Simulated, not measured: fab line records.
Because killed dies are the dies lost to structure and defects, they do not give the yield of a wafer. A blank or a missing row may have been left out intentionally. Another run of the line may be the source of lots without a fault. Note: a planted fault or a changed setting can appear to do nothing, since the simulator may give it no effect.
fab line records | flow n5Finfet | part 2 of 2: steps 5 to 6 of 6
record: lots: 23 | wafers: 69 | lastDay: 17
route steps=1938 shown BEOL_M2@879 BEOL_M3@944
lots untouched by any fault: they come from a run of this same line in which no faults occurred
startH: hours from the record's opening day to when the first of the lot's shown wafers began | waitH: how many hours have passed since the lot's step before this one | " as in the row above | L1.1+2: one row covering several wafers at once | - no value, or no start given | * or withheld: withheld | < > ~ a bound
route shown NAME@n: a module of which the file shows steps, and the number in the route of the first | usual: average and standard deviation across the fault-free wafers | same: alike in all rows | chamber/n: place in a boat | sites: per-site readings | _std_site: their standard deviation | _edge_site: mean of outer sites minus mean of inner sites | radiusMm: for every site, how far away it sits from the centre of the wafer | mask NAME#n: copy n | behind: the tool/chamber that last shaped the wafer | hold: what put the lot on hold/how long, in hours/how the hold closed | device: transistor that didn't switch, given as n, p or np | end of line: the same wafers' tests at the end of the route | for a step that has no rows: nothing shown but its recipe | killed: the dies lost at the first sort to structure and to defects; this is not the yield of the wafer | map: the dies of a wafer, with x for killed, . for not killed, _ for no die there
set.NAME: setting as actually run; set.NAME@STEP: the setting as run at that earlier step | model.NAME: the simulator's own value behind a step, which no gauge read
one table for each step of the route and one row for each wafer, over a sample of lots
services: a tool's chamber out of use, with start hour (startH, from the record's first day; less than 0 if before it), hours out, and reason
== steps ==
step: N5_BEOL_M3_STRIP_19
recipe: chemistry: O2 | powerW: 400 | tempC: 40 | pressureMtorr: 30 | rfFrequencyHz: 6e+07 | biasPowerW: 0 | overashFraction: 0.2 | o2FlowSccm: 225
usual: drypumpMotorCurrentA: 5.77/0.27 | oesProductAu: 0.77/0.081 | rfVppV: 3.7/0.46 | showerheadPlenumPTorr: 2.10/0.071 | tempC: 40.00/0.11 | throttleValvePct: 16.74/0.2
lot.wafer | tool       | chamber | startH | waitH | drypumpMotorCurrentA | oesProductAu | rfHoursCounterH | rfVppV | showerheadPlenumPTorr | tempC | throttleValvePct
L074.1    | rieDiel-05 | 2       | 144.01 | 0.1   | 5.58                 | 0.86         | 48              | 3.2    | 2.12                  | 39.90 | 16.44
L074.2    | "          | 3       | "      | "     | 6.12                 | 0.97         | 1               | 3.5    | 2.23                  | 39.92 | 16.64
L074.3    | "          | 1       | "      | "     | 5.75                 | 0.74         | 150             | 3.6    | 2.08                  | 40.13 | 16.30
L075.2    | rieDiel-03 | 0       | 152.44 | 0.1   | 5.41                 | 0.72         | 190             | 3.7    | 2.06                  | 39.83 | 16.72
L075.3    | "          | 3       | "      | "     | 5.22                 | 0.75         | 169             | 3.0    | 2.08                  | 40.01 | 16.65
L075.6    | "          | 0       | "      | "     | 5.37                 | 0.71         | -               | 3.5    | 2.06                  | 39.85 | 16.71
L077.1    | rieDiel-03 | 0       | 161.23 | 0.2   | 5.39                 | 0.72         | 193             | 3.5    | 2.06                  | 39.99 | 16.70
L077.2    | "          | 3       | "      | "     | 5.24                 | 0.75         | 172             | 3.8    | 2.08                  | 40.11 | 16.66
L077.5    | "          | 1       | "      | "     | 6.24                 | 0.71         | -               | 4.1    | 2.01                  | 40.05 | 16.88
L076.2    | rieDiel-06 | 2       | 161.92 | 0.1   | 5.53                 | 0.71         | 203             | 3.1    | 2.09                  | 40.08 | 16.67
L076.5    | "          | 3       | "      | "     | 5.76                 | 0.92         | -               | 2.8    | 2.15                  | 39.99 | 16.83
L076.6    | "          | 0       | "      | "     | 5.84                 | 0.74         | -               | 3.3    | 2.10                  | 40.00 | 16.88
L078.2    | rieDiel-03 | 2       | 167.68 | 0.2   | 5.52                 | 0.94         | 2               | 3.3    | 2.25                  | 40.08 | 16.54
L078.4    | "          | 3       | "      | "     | 5.25                 | 0.75         | 175             | 3.3    | 2.08                  | 40.20 | 16.64
L078.6    | "          | 1       | "      | "     | 6.22                 | 0.70         | -               | 3.8    | 2.01                  | 40.10 | 16.89
L079.1    | rieDiel-05 | 2       | 172.63 | 0.1   | 5.57                 | 0.85         | 53              | 3.9    | 2.12                  | 40.11 | 16.45
L079.2    | "          | 0       | "      | "     | 5.85                 | 0.76         | 142             | 2.6    | 2.02                  | 40.16 | 16.93
L079.4    | "          | 3       | "      | "     | 6.12                 | 0.92         | 11              | 4.5    | 2.23                  | 40.05 | 16.66
L080.2    | rieDiel-05 | 0       | 176.39 | 0.1   | 5.86                 | 0.76         | 144             | 3.5    | 2.02                  | 39.94 | 16.93
L080.3    | "          | 3       | "      | "     | 6.15                 | 0.93         | 12              | 3.9    | 2.23                  | 40.07 | 16.68
L080.6    | "          | 1       | "      | "     | 5.74                 | 0.73         | -               | 3.4    | 2.08                  | 39.91 | 16.34
L081.1    | rieDiel-03 | 1       | 186.05 | 0.1   | 6.22                 | 0.70         | 193             | 3.3    | 2.01                  | 39.90 | 16.90
L081.3    | "          | 2       | "      | "     | 5.50                 | 0.91         | 8               | 3.8    | 2.25                  | 40.01 | 16.57
L081.6    | "          | 1       | "      | "     | 6.26                 | 0.70         | -               | 3.4    | 2.00                  | 40.04 | 16.91
L082.2    | rieDiel-05 | 0       | 190.11 | 0.1   | 5.84                 | 0.76         | 149             | 3.7    | 2.02                  | 39.98 | 16.94
L082.3    | "          | 3       | "      | "     | 6.08                 | 0.92         | 16              | 3.3    | 2.23                  | 40.13 | 16.67
L082.6    | "          | 1       | "      | "     | 5.74                 | 0.73         | -               | 4.1    | 2.08                  | 39.88 | 16.34
L083.3    | rieDiel-05 | 0       | 200.52 | 0.1   | 5.86                 | 0.75         | 152             | 3.3    | 2.02                  | 40.00 | 16.94
L083.4    | "          | 2       | "      | "     | 5.59                 | 0.85         | 61              | 3.9    | 2.12                  | 40.03 | 16.47
L083.5    | "          | 3       | "      | "     | 6.12                 | 0.90         | -               | 3.3    | 2.23                  | 39.94 | 16.70
L084.1    | rieDiel-06 | 0       | 205.58 | 0.1   | 5.85                 | 0.72         | 159             | 3.9    | 2.09                  | 40.05 | 16.91
L084.2    | "          | 2       | "      | "     | 5.52                 | 0.70         | 215             | 2.5    | 2.08                  | 39.98 | 16.73
L084.4    | "          | 1       | "      | "     | 5.93                 | 0.72         | 178             | 3.1    | 2.19                  | 39.76 | 16.87
L086.2    | rieDiel-06 | 3       | 208.22 | 0.1   | 5.76                 | 0.89         | 45              | 3.6    | 2.14                  | 40.04 | 16.86
L086.3    | "          | 0       | "      | "     | 5.84                 | 0.72         | 160             | 3.5    | 2.09                  | 40.05 | 16.91
L086.4    | "          | 2       | "      | "     | 5.52                 | 0.69         | 216             | 3.5    | 2.08                  | 40.02 | 16.70
L085.1    | rieDiel-05 | 0       | 218.82 | 0.1   | 5.83                 | 0.75         | 157             | 3.1    | 2.01                  | 40.01 | 16.98
L085.4    | "          | 1       | "      | "     | 5.71                 | 0.72         | -               | 2.6    | 2.07                  | 40.08 | 16.36
L085.5    | "          | 0       | "      | "     | 5.84                 | 0.75         | -               | 4.2    | 2.01                  | 40.01 | 16.94
L088.2    | rieDiel-06 | 3       | 224.96 | 0.1   | 5.80                 | 0.88         | 51              | 3.7    | 2.14                  | 40.11 | 16.87
L088.4    | "          | 0       | "      | "     | 5.83                 | 0.72         | 165             | 4.1    | 2.09                  | 39.84 | 16.93
L088.6    | "          | 0       | "      | "     | 5.83                 | 0.72         | -               | 3.9    | 2.09                  | 39.86 | 16.92
L089.2    | rieDiel-05 | 3       | 227.99 | 0.1   | 6.14                 | 0.88         | 30              | 4.0    | 2.22                  | 40.09 | 16.71
L089.3    | "          | 1       | "      | "     | 5.73                 | 0.72         | 178             | 3.8    | 2.07                  | 39.95 | 16.36
L089.6    | "          | 3       | "      | "     | 6.16                 | 0.88         | -               | 4.0    | 2.22                  | 40.12 | 16.71
L090.4    | rieDiel-05 | 1       | 245.43 | 0.1   | 5.75                 | 0.71         | 184             | 3.7    | 2.07                  | 40.15 | 16.38
L090.5    | "          | 0       | "      | "     | 5.84                 | 0.74         | -               | 3.0    | 2.01                  | 40.05 | 16.98
L090.6    | "          | 3       | "      | "     | 6.14                 | 0.88         | -               | 3.6    | 2.22                  | 39.95 | 16.71
L092.1    | rieDiel-03 | 0       | 252.04 | 0.1   | 5.36                 | 0.69         | 223             | 3.3    | 2.05                  | 39.98 | 16.77
L092.2    | "          | 3       | "      | "     | 5.24                 | 0.74         | 203             | 3.5    | 2.07                  | 39.97 | 16.73
L092.4    | "          | 0       | "      | "     | 5.37                 | 0.70         | -               | 4.2    | 2.05                  | 40.13 | 16.78
L091.1    | rieDiel-03 | 1       | 252.08 | 0.1   | 6.24                 | 0.69         | 216             | 3.8    | 2.00                  | 40.02 | 16.95
L091.4    | "          | 3       | "      | "     | 5.25                 | 0.73         | -               | 4.4    | 2.07                  | 40.14 | 16.71
L091.5    | "          | 0       | "      | "     | 5.39                 | 0.69         | -               | 3.7    | 2.05                  | 40.13 | 16.76
L093.1    | rieDiel-06 | 0       | 263.55 | 0.1   | 5.83                 | 0.72         | 176             | 3.7    | 2.09                  | 39.95 | 16.94
L093.3    | "          | 3       | "      | "     | 5.80                 | 0.87         | 61              | 3.4    | 2.14                  | 39.97 | 16.88
L093.4    | "          | 1       | "      | "     | 5.91                 | 0.71         | 195             | 3.9    | 2.19                  | 40.05 | 16.92
L094.4    | rieDiel-06 | 1       | 266.42 | 0.2   | 5.93                 | 0.71         | 197             | 3.5    | 2.19                  | 39.92 | 16.92
L094.5    | "          | 2       | "      | "     | 5.51                 | 0.69         | -               | 4.0    | 2.08                  | 40.05 | 16.72
L094.6    | "          | 3       | "      | "     | 5.81                 | 0.86         | -               | 3.3    | 2.14                  | 40.03 | 16.87
L095.2    | rieDiel-06 | 2       | 275.73 | 0.2   | 5.52                 | 0.68         | 236             | 3.8    | 2.08                  | 39.94 | 16.73
L095.3    | "          | 3       | "      | "     | 5.83                 | 0.86         | 65              | 3.7    | 2.13                  | 39.95 | 16.89
L095.5    | "          | 3       | "      | "     | 5.78                 | 0.87         | -               | 3.8    | 2.13                  | 39.93 | 16.88
L096.1    | rieDiel-05 | 0       | 277.60 | 0.1   | 5.83                 | 0.73         | 178             | 3.2    | 2.01                  | 39.99 | 16.98
L096.2    | "          | 1       | "      | "     | 5.74                 | 0.71         | 193             | 3.3    | 2.07                  | 39.79 | 16.38
L096.3    | "          | 3       | "      | "     | 6.17                 | 0.86         | 45              | 4.2    | 2.22                  | 40.05 | 16.74
L097.3    | rieDiel-05 | 3       | 283.06 | 0.1   | 6.16                 | 0.86         | 47              | 3.4    | 2.22                  | 39.95 | 16.72
L097.4    | "          | 2       | "      | "     | 5.57                 | 0.83         | 74              | 4.2    | 2.11                  | 40.08 | 16.48
L097.6    | "          | 2       | "      | "     | 5.57                 | 0.83         | -               | 4.5    | 2.11                  | 40.13 | 16.50
step: N5_BEOL_M3_OVL_MEAS_29
recipe: pointsPerWafer: 522
usual: V2_OVL: 0.3/0.84
lot.wafer | tool       | chamber | startH | waitH | V2_OVL[nm]
L074.1    | overlay-02 | 0       | 144.55 | 0.0   | -0.3
L074.2    | "          | 0       | "      | "     | 0.8
L074.3    | "          | 0       | "      | "     | -0.2
L075.2    | overlay-01 | 0       | 152.86 | 0.0   | -1.7
L075.3    | "          | 0       | "      | "     | 0.0
L075.6    | "          | 0       | "      | "     | -1.2
L077.1    | overlay-01 | 0       | 161.65 | 0.0   | 0.3
L077.2    | "          | 0       | "      | "     | -0.4
L077.5    | "          | 0       | "      | "     | 0.3
L076.2    | overlay-01 | 0       | 162.35 | 0.0   | 1.4
L076.5    | "          | 0       | "      | "     | 0.5
L076.6    | "          | 0       | "      | "     | 1.3
L078.2    | overlay-02 | 0       | 168.23 | 0.0   | 0.0
L078.4    | "          | 0       | "      | "     | 0.0
L078.6    | "          | 0       | "      | "     | 0.1
L079.1    | overlay-02 | 0       | 173.17 | 0.0   | -0.4
L079.2    | "          | 0       | "      | "     | 0.3
L079.4    | "          | 0       | "      | "     | 1.6
L080.2    | overlay-01 | 0       | 176.94 | 0.0   | 0.2
L080.3    | "          | 0       | "      | "     | 1.1
L080.6    | "          | 0       | "      | "     | 0.1
L081.1    | overlay-02 | 0       | 186.47 | 0.0   | 1.5
L081.3    | "          | 0       | "      | "     | 1.2
L081.6    | "          | 0       | "      | "     | 1.7
L082.2    | overlay-01 | 0       | 190.54 | 0.0   | 0.4
L082.3    | "          | 0       | "      | "     | 1.6
L082.6    | "          | 0       | "      | "     | 0.8
L083.3    | overlay-02 | 0       | 201.08 | 0.0   | 0.2
L083.4    | "          | 0       | "      | "     | 1.4
L083.5    | "          | 0       | "      | "     | 0.2
L084.1    | overlay-01 | 0       | 206.00 | 0.0   | -0.5
L084.2    | "          | 0       | "      | "     | 1.0
L084.4    | "          | 0       | "      | "     | 0.5
L086.2    | overlay-01 | 0       | 208.65 | 0.0   | -0.6
L086.3    | "          | 0       | "      | "     | -0.2
L086.4    | "          | 0       | "      | "     | -1.0
L085.1    | overlay-02 | 0       | 219.24 | 0.0   | 1.7
L085.4    | "          | 0       | "      | "     | -0.6
L085.5    | "          | 0       | "      | "     | 0.1
L088.2    | overlay-01 | 0       | 225.39 | 0.0   | 0.3
L088.4    | "          | 0       | "      | "     | 0.4
L088.6    | "          | 0       | "      | "     | 0.0
L089.2    | overlay-02 | 0       | 228.41 | 0.0   | 1.2
L089.3    | "          | 0       | "      | "     | -0.9
L089.6    | "          | 0       | "      | "     | -0.1
L090.4    | overlay-02 | 0       | 250.02 | 0.0   | 1.3
L090.5    | "          | 0       | "      | "     | 0.8
L090.6    | "          | 0       | "      | "     | 0.9
L092.1    | overlay-02 | 0       | 252.46 | 0.0   | 0.8
L092.2    | "          | 0       | "      | "     | 0.0
L092.4    | "          | 0       | "      | "     | -0.6
L091.1    | overlay-02 | 0       | 252.52 | 0.0   | 0.3
L091.4    | "          | 0       | "      | "     | 0.4
L091.5    | "          | 0       | "      | "     | 0.7
L093.1    | overlay-02 | 0       | 264.09 | 0.0   | -1.9
L093.3    | "          | 0       | "      | "     | -1.7
L093.4    | "          | 0       | "      | "     | 0.5
L094.4    | overlay-01 | 0       | 266.86 | 0.0   | 0.6
L094.5    | "          | 0       | "      | "     | 0.0
L094.6    | "          | 0       | "      | "     | 0.8
L095.2    | overlay-02 | 0       | 276.28 | 0.0   | 0.2
L095.3    | "          | 0       | "      | "     | -0.4
L095.5    | "          | 0       | "      | "     | 0.9
L096.1    | overlay-02 | 0       | 278.02 | 0.0   | 0.5
L096.2    | "          | 0       | "      | "     | 0.3
L096.3    | "          | 0       | "      | "     | 0.1
L097.3    | overlay-02 | 0       | 283.62 | 0.0   | 0.1
L097.4    | "          | 0       | "      | "     | 0.6
L097.6    | "          | 0       | "      | "     | 1.2
== services ==
tool          | chamber | startH | hours | kind
rieDiel-01    | 1       | 118.84 | -     | clean
rieDiel-01    | 1       | 118.84 | -     | consumableReplace:focusRing
rieDiel-01    | 1       | 118.84 | 22.1  | scheduledDown
rieDiel-01    | 1       | 118.84 | 22.1  | ventCycle
rieDiel-03    | 2       | 125.25 | -     | clean
rieDiel-03    | 2       | 125.25 | -     | consumableReplace:focusRing
rieDiel-03    | 2       | 125.25 | -     | consumableReplace:showerhead
rieDiel-03    | 2       | 125.25 | 35.9  | scheduledDown
rieDiel-03    | 2       | 125.25 | 35.9  | ventCycle
rieDiel-05    | 3       | 126.60 | -     | clean
rieDiel-05    | 3       | 126.60 | -     | consumableReplace:focusRing
rieDiel-05    | 3       | 126.60 | -     | consumableReplace:showerhead
pvdSputter-01 | -       | 129.27 | 6.9   | repair
rieDiel-04    | 3       | 133.21 | 1.2   | repair
rieDiel-05    | 2       | 147.57 | 7.4   | repair
rieDiel-01    | 2       | 154.11 | -     | clean
rieDiel-01    | 2       | 154.11 | -     | consumableReplace:focusRing
pvdSputter-01 | -       | 161.78 | 0.8   | repair
rieDiel-03    | 2       | 214.25 | 38.8  | repair
rieDiel-02    | 2       | 231.84 | 21.6  | repair
rieDiel-02    | 3       | 264.19 | -     | clean
rieDiel-04    | 2       | 265.77 | 9.3   | repair
rieDiel-06    | 0       | 270.40 | 9.1   | repair
rieDiel-05    | 2       | 270.47 | 12.0  | repair
